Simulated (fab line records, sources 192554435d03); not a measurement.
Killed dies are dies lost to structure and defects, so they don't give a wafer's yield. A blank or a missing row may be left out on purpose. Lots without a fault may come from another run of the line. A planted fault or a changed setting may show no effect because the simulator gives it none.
Chamber matching | flow n5_finfet | N5_ILD0_CMP_12 on cmp-01: 4 sister chambers
The step polishes SiNx, stops on poly-Si, t overpolish 6 s, target thk 17.67 nm. 8 wafers are shown with their chamber, then 7 later ones without.

WAFERS WITH THEIR CHAMBER
wafer  | chamber | motor_current_A (A) | time_to_endpoint_s (s)
L232.4 | 0       | 8.4                 | 26.9
L238.1 | 1       | 7.9                 | 30.7
L238.5 | 3       | 9.5                 | 25.0
L245.1 | 2       | 9.1                 | 27.8
L245.2 | 0       | 8.8                 | 27.3
L245.6 | 1       | 7.9                 | 27.4
L247.3 | 2       | 9.3                 | 28.5
L247.4 | 3       | 9.7                 | 24.7

WAFERS WITHOUT THEIR CHAMBER
wafer  | motor_current_A (A) | time_to_endpoint_s (s)
L247.5 | 8.3                 | 27.1
L250.1 | 8.5                 | 29.0
L250.4 | 8.6                 | 28.2
L250.5 | 8.4                 | 29.7
L253.1 | 7.6                 | 23.8
L253.2 | 8.9                 | 25.2
L253.5 | 9.3                 | 25.8

WHICH CHAMBER EACH WENT THROUGH
wafer  | from the rows above          | in truth
L247.5 | can't be placed: 0 or 1      | 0
L250.1 | can't be placed: 0 or 1      | 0
L250.4 | 0                            | 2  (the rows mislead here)
L250.5 | can't be placed: 0 or 1      | 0
L253.1 | can't be placed: 1 or 0      | 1
L253.2 | can't be placed: 0 or 2 or 3 | 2
L253.5 | can't be placed: 3 or 2      | 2
Placed correctly: 0 of 7. Can't be placed from these rows: 6 (the true chamber is among the candidates in 6). Placed wrongly: 1.
How it was worked out, from the rows above alone: a wafer's distance from a chamber is the root of the sum, over the readings, of the square of ((its reading less the chamber's mean) divided by the reading's scatter). The wafer belongs to the nearest chamber; if the next one is less than 2 further off, it can't be placed. A chamber's mean is the mean of its shown wafers. The scatter: the root of (the sum of the squares of (reading less its chamber's mean) over the shown wafers, divided by (wafers less chambers)).
